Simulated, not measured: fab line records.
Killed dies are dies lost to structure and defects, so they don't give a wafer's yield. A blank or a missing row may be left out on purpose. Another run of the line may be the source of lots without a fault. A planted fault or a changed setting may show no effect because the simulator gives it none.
The tool behind it: which one? ; flow nand-harc ; 16 lots with 41 wafers sampled at 5 steps, on a route of 1302 steps

== WHAT EACH GAUGE READ, for each wafer ==
NHARC_A_SOURCE_PLATE_THK_MEAS_06: measures by ellipsometry.
lot;measured;on;thk-nm (nm)
L736;day 8 03:15;film-metro-01;199.2 199.0 197.6
L738;day 8 07:56;film-metro-01;198.2 199.5 199.2
L737;day 8 07:56;film-metro-02;198.2 199.1 196.4
L740;day 9 08:08;film-metro-01;198.6 200.3 201.6
L739;day 9 08:08;film-metro-02;200.8 198.5 199.9
L742;day 10 03:29;film-metro-02;197.4 198.1 197.4
L743;day 10 19:20;film-metro-02;202.2
L744;day 10 23:59;film-metro-01;196.7
L745;day 11 06:50;film-metro-01;201.7
L746;day 12 02:14;film-metro-01;201.2 200.5
L748;day 12 09:11;film-metro-02;199.5 201.1 201.7
L749;day 13 06:05;film-metro-01;196.4 195.2 198.2
L750;day 13 22:19;film-metro-02;198.2 197.8 198.5
L751;day 13 22:19;film-metro-01;202.5 200.6 200.5
L752;day 14 10:30;film-metro-01;203.3 202.4 200.6
L757;day 16 05:31;film-metro-01;200.2 199.0 198.9

NHARC_A_ONON_D1_THK_MEAS_05: measures by ellipsometry.
lot;measured;on;thk-nm (nm)
L736;day 8 04:30;film-metro-02;1007 1009 1006
L738;day 8 09:10;film-metro-01;998 1002 1000
L737;day 8 09:11;film-metro-02;1014 1013 1015
L740;day 9 09:22;film-metro-02;1010 1009 1010
L739;day 9 09:20;film-metro-01;1012 1012 1014
L742;day 10 04:42;film-metro-01;983 982 982
L743;day 10 20:34;film-metro-01;999
L744;day 11 01:11;film-metro-01;1010
L745;day 11 08:05;film-metro-01;991
L746;day 12 03:30;film-metro-01;988 988
L748;day 12 10:25;film-metro-02;979 979 981
L749;day 13 07:21;film-metro-01;983 982 983
L750;day 13 23:31;film-metro-02;994 994 994
L751;day 13 23:31;film-metro-01;998 996 1000
L752;day 14 11:43;film-metro-01;1009 1010 1010
L757;day 16 06:46;film-metro-02;995 996 995

NHARC_A_ONON_D1_THK_MEAS_27: measures by ellipsometry.
lot;measured;on;thk-nm (nm)
L736;day 8 15:42;film-metro-02;1002 1001 1002
L738;day 8 20:40;film-metro-01;1005 1004 1005
L737;day 8 20:22;film-metro-02;1001 1000 1001
L740;day 10 14:44;film-metro-01;984 985 985
L739;day 10 14:44;film-metro-02;1002 1001 1001
L742;day 10 15:05;film-metro-01;1004 1002 1003
L743;day 11 07:44;film-metro-01;924
L744;day 11 12:15;film-metro-01;933
L745;day 11 23:02;film-metro-01;933
L746;day 12 14:58;film-metro-02;914 913
L748;day 12 21:37;film-metro-02;996 996 996
L749;day 13 22:06;film-metro-01;1005 1005 1004
L750;day 14 10:43;film-metro-02;980 978 978
L751;day 14 10:41;film-metro-01;999 998 1000
L752;day 15 03:08;film-metro-01;1015 1016 1013
L757;day 16 17:59;film-metro-01;1018 1019 1018

== EACH LOT AND THE TOOL THAT RAN IT (in order: tool; ch and the chambers of the sampled wafers; start) ==
lot;NHARC_A_ZERO_WELL_ETCH_19;NHARC_A_ONON_D1_DEP_25
L736;rie-diel-03 ch 2,3, day 7 06:17;pecvd-onon-02 ch 0, day 8 15:14
L738;rie-diel-04 ch 1,2,3, day 7 10:09;pecvd-onon-01 ch 0, day 8 20:09
L737;rie-diel-03 ch 0,3, day 7 11:02;pecvd-onon-04 ch 0, day 8 19:52
L740;rie-diel-12 ch 0,1,3, day 8 11:18;pecvd-onon-04 ch 0, day 10 14:14
L739;rie-diel-03 ch 0,2,3, day 8 13:35;pecvd-onon-01 ch 0, day 10 14:17
L742;rie-diel-12 ch 1,2,3, day 9 05:55;pecvd-onon-04 ch 0, day 10 14:35
L743;rie-diel-03 ch 0, day 9 21:48;pecvd-onon-04 ch 0, day 11 07:27
L744;rie-diel-04 ch 2, day 10 01:39;pecvd-onon-04 ch 0, day 11 11:44
L745;rie-diel-12 ch 1, day 10 09:08;pecvd-onon-04 ch 0, day 11 22:38
L746;rie-diel-12 ch 2,3, day 11 04:35;pecvd-onon-04 ch 0, day 12 14:28
L748;rie-diel-04 ch 1,2,3, day 11 12:12;pecvd-onon-01 ch 0, day 12 21:07
L749;rie-diel-03 ch 1,2, day 12 08:49;pecvd-onon-01 ch 0, day 13 21:35
L750;rie-diel-12 ch 0,1,3, day 13 01:23;pecvd-onon-01 ch 0, day 14 10:23
L751;rie-diel-03 ch 2,3, day 13 03:03;pecvd-onon-02 ch 0, day 14 10:11
L752;rie-diel-03 ch 2,3, day 13 13:02;pecvd-onon-02 ch 0, day 15 02:40
L757;rie-diel-03 ch 0,2, day 15 08:32;pecvd-onon-01 ch 0, day 16 17:29
- NHARC_A_ZERO_WELL_ETCH_19: etches the open film in N2/H2, target depth 80 nm, overetch 24 nm, time 87.88 s.
- NHARC_A_ONON_D1_DEP_25: target thk 1000 nm.

== AS READ BY THE TOOLS THEMSELVES (means over the sampled wafers that have a number; for cases with no such wafer, the mark the record gives instead) ==
NHARC_A_ZERO_WELL_ETCH_19.
lot;tool;drypump-motor-current-A (A);oes-product-au (a.u.);rf-fwd-power-W (W);rf-vpp-V (V);showerhead-plenum-p-Torr (Torr);throttle-valve-pct (%)
L736;rie-diel-03;5.2;1.011;399.2;433.3;2.14;14.177
L738;rie-diel-04;5.8;0.999;396.3;432.2;2.10;14.176
L737;rie-diel-03;6.0;0.989;396.7;431.4;2.07;14.175
L740;rie-diel-12;5.1;0.999;396.4;432.6;2.12;14.172
L739;rie-diel-03;5.5;0.994;396.8;431.4;2.08;14.172
L742;rie-diel-12;5.5;1.003;396.8;431.9;2.08;14.181
L743;rie-diel-03;6.3;0.993;393.6;430.6;2.01;14.168
L744;rie-diel-04;5.7;1.009;398.3;432.0;2.09;14.169
L745;rie-diel-12;5.0;0.999;394.9;435.5;2.17;14.184
L746;rie-diel-12;5.8;1.014;397.3;430.5;2.02;14.160
L748;rie-diel-04;5.8;1.009;397.5;431.5;2.09;14.170
L749;rie-diel-03;5.6;0.996;395.2;430.5;2.04;14.179
L750;rie-diel-12;5.1;0.977;396.4;433.0;2.12;14.175
L751;rie-diel-03;5.1;1.013;398.6;431.4;2.08;14.171
L752;rie-diel-03;5.1;1.003;397.5;430.8;2.08;14.167
L757;rie-diel-03;5.9;1.004;396.8;430.3;2.02;14.164

NHARC_A_ONON_D1_DEP_25.
lot;tool;nh3-flow-sccm (sccm);sih4-flow-sccm (sccm)
L736;pecvd-onon-02;500.5;210.3
L738;pecvd-onon-01;501.0;210.3
L737;pecvd-onon-04;501.6;210.1
L740;pecvd-onon-04;500.7;209.4
L739;pecvd-onon-01;500.8;210.1
L742;pecvd-onon-04;499.6;209.9
L743;pecvd-onon-04;499.7;210.5
L744;pecvd-onon-04;499.3;209.4
L745;pecvd-onon-04;501.6;211.5
L746;pecvd-onon-04;499.5;210.4
L748;pecvd-onon-01;500.4;209.5
L749;pecvd-onon-01;499.4;209.2
L750;pecvd-onon-01;499.8;209.7
L751;pecvd-onon-02;500.0;210.4
L752;pecvd-onon-02;498.9;209.5
L757;pecvd-onon-01;499.0;210.7

== THE ANSWER, worked out from the rows above alone ==
Rule: what is usual is taken from the lots themselves. Put in order of their means at a reading, lots are off if they are a third of the lots or fewer, leave a main group of 4 or more, and stand apart from it by a gap of 3 or more times the standard deviation of the main group's means; of several such gaps the widest counts. A main group whose means are all the same, to the digits that the tables above print for the reading, isn't used. Also off: a lot with no number at a reading for which 4 or more lots have one. The other lots that the step has rows for count as sound. After the gauges, taken in route order, come the tools' own readings; for these a lot's mean is taken, as printed above. At the first step where some lot is off, the reading lying furthest off is the one used; lots without a number count as furthest.
Off, at NHARC_A_ONON_D1_THK_MEAS_27 on thk-nm: L743, L744, L745, L746. The main group has a mean of 1001 nm with a standard deviation of 10.
If a tool, at a process step before that reading, ran all the lots that are off and no sound lot after the first of them, it fits. The gauges at NHARC_A_ONON_D1_THK_MEAS_27 are tried like those tools. One candidate fits, namely pecvd-onon-04 at NHARC_A_ONON_D1_DEP_25. Its last sound lot is L742 (day 10 14:35), its first lot that is off L743 (day 11 07:27): a fault that began between those two fits.

== WHAT THE SIMULATOR PUT IN ==
Drift in process parameters on pecvd-onon-04 at NHARC_A_ONON_D1_DEP_25, starting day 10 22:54. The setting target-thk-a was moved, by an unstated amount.
Shown lots that were struck: L743, L744, L745, L746. The same result came from the rule above.
